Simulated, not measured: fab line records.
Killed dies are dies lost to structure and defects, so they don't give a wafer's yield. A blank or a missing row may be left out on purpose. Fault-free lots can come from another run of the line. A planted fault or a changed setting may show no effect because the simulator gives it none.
Split-lot study	flow n5_finfet	on a route of 1938 steps: 7 lots, 21 wafers read

SPLIT DETAILS
At N5_BEOL_M13_COAT_65 (time 60 s, resist thk 350 nm), the setting spin_rpm was moved away from the recipe's 1500 rpm on 9 of the 21 wafers read, by -7.1% to +11.3%. This setting was run at the recipe's value on the other wafers.

Reading taken at the split's own step.

THE READING
SOC_of_BEOL_M13_COAT_65.thk_nm (the simulator's own value, which no gauge read), in nm, at N5_BEOL_M13_COAT_65 (time 60 s, resist thk 350 nm). No usual value for it is given in the file. The 12 wafers here that ran the recipe average 350.1 nm, standard deviation 0.7 nm.

wafer	tool, chamber at the split	spin_rpm as run, rpm	against the recipe	SOC_of_BEOL_M13_COAT_65.thk_nm, nm	against lot-mates on the recipe
L074.1	litho_track-02, 0	1500	recipe	349.8	-
L074.4	litho_track-02, 0	1500	recipe	349.2	-
L074.5	litho_track-02, 0	1500	recipe	349.2	-
L084.1	litho_track-02, 0	1552	+3.5%	344.8	-5.8
L084.2	litho_track-02, 0	1552	+3.5%	346	-4.6
L084.5	litho_track-02, 0	1500	recipe	350.6	-
L087.3	litho_track-04, 0	1500	recipe	351	-
L087.5	litho_track-04, 0	1428	-4.8%	358.6	+7.6
L087.6	litho_track-04, 0	1428	-4.8%	358.6	+7.6
L089.2	litho_track-04, 0	1500	recipe	351.6	-
L089.4	litho_track-04, 0	1500	recipe	350.4	-
L089.6	litho_track-04, 0	1500	recipe	350	-
L086.2	litho_track-02, 0	1500	recipe	350.2	-
L086.5	litho_track-02, 0	1500	recipe	349.6	-
L086.6	litho_track-02, 0	1500	recipe	349.4	-
L093.1	litho_track-04, 0	1669	+11.3%	332.2	no lot-mate on the recipe
L093.2	litho_track-04, 0	1669	+11.3%	331.6	no lot-mate on the recipe
L093.4	litho_track-04, 0	1669	+11.3%	332	no lot-mate on the recipe
L094.3	litho_track-05, 0	1393	-7.1%	363.8	+14.0
L094.4	litho_track-05, 0	1393	-7.1%	363	+13.2
L094.5	litho_track-05, 0	1500	recipe	349.8	-

THE FIT
A straight line over all 21 wafers: SOC_of_BEOL_M13_COAT_65.thk_nm changes by -1.67 nm for each +1% of spin_rpm; r = -1.00; the points scatter about the line by 0.81 nm.
The same after taking each lot's own level away (the mean of its wafers on the recipe; 18 wafers): -1.75 nm for each +1%; r = -0.99; scatter 0.71 nm.
That fit puts the effect of the largest move of spin_rpm on the reading at 20 nm.
Measured against the standard deviation above, the lots' own levels, which go from 349.40 to 351.00 nm, span 2.3 times it.
The two slopes are in agreement: the lot-to-lot level therefore moves the slope only a little.
Check: for one of the wafers moved furthest among these (-7.1%), held out of the fit, the line's prediction against its lot-mates is +12 nm. It came out at +14 nm against them.

FURTHER SPLITS ON THESE WAFERS
Other splits were also applied to these wafers ahead of the reading. Each is held against what the fit with the lots' levels taken away leaves over:
other split on the same wafers	wafers away from the commonest value	r with SOC_of_BEOL_M13_COAT_65.thk_nm (lot level and that fit taken away)
N5_BEOL_M6_TRENCH_ETCH_37 bias_w	8	+0.11
N5_BEOL_M7_ETCH_61 source_w	6	-0.34
N5_BEOL_M8_PECVD_70 temp_c	7	-0.40
N5_BEOL_M9_PECVD_70 time_s	5	+0.12
N5_BEOL_M10_EXPOSE_08 dose_mj	8	+0.15
N5_BEOL_M10_ETCH_41 source_w	7	+0.16

FILE'S OWN FIT
SOC_of_BEOL_M13_COAT_65.thk_nm changes by -1.76 nm for each +1% of spin_rpm, r = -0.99.
